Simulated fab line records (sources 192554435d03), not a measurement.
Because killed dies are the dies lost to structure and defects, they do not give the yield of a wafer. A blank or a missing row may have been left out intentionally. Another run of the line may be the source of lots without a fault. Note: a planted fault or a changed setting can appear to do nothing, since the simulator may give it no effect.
Chamber matching | flow n5Finfet | 3 sister chambers for N5_BEOL_M0_CVD_115 on cvdCo-01
The step deposits Co from CCTBA/H2, time 120 s. 6 wafers are shown with their chamber, then 9 later ones without.

== WAFERS WITH THEIR CHAMBER ==
wafer  | chamber | runLengthS (s)
L654.2 | 1       | 143.5
L654.5 | 1       | 143.2
L654.6 | 0       | 142.1
L658.2 | 2       | 142.7
L658.4 | 0       | 142.1
L658.5 | 2       | 143.0

== WAFERS MISSING THEIR CHAMBER ==
wafer  | runLengthS (s)
L662.1 | 143.1
L662.5 | 142.0
L662.6 | 142.7
L664.1 | 142.4
L664.2 | 141.7
L664.6 | 143.6
L670.1 | 142.9
L670.3 | 142.3
L670.5 | 142.4

== CHAMBER TAKEN BY EACH ==
wafer  | from the rows above     | in truth
L662.1 | can't be placed: 1 or 2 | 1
L662.5 | 0                       | 0
L662.6 | 2                       | 2
L664.1 | can't be placed: 0 or 2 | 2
L664.2 | 0                       | 0
L664.6 | 1                       | 1
L670.1 | 2                       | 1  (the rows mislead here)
L670.3 | 0                       | 0
L670.5 | can't be placed: 0 or 2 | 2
5 of 9 placed correctly. Unplaceable from these rows: 3, with the true chamber sitting among the candidates in 3. Number placed wrongly: 1.
How it was worked out, from the rows above alone: a wafer's distance from a chamber is the root of the sum, over the readings, of the square of ((its reading less the chamber's mean) divided by the reading's scatter). The wafer belongs to the nearest chamber; if the next one is less than 2 further off, it can't be placed. The mean given for a chamber averages the wafers shown for that chamber. The scatter: take each reading less its chamber's mean, square it, sum over the shown wafers, divide by the number of wafers less the number of chambers, and take the root.
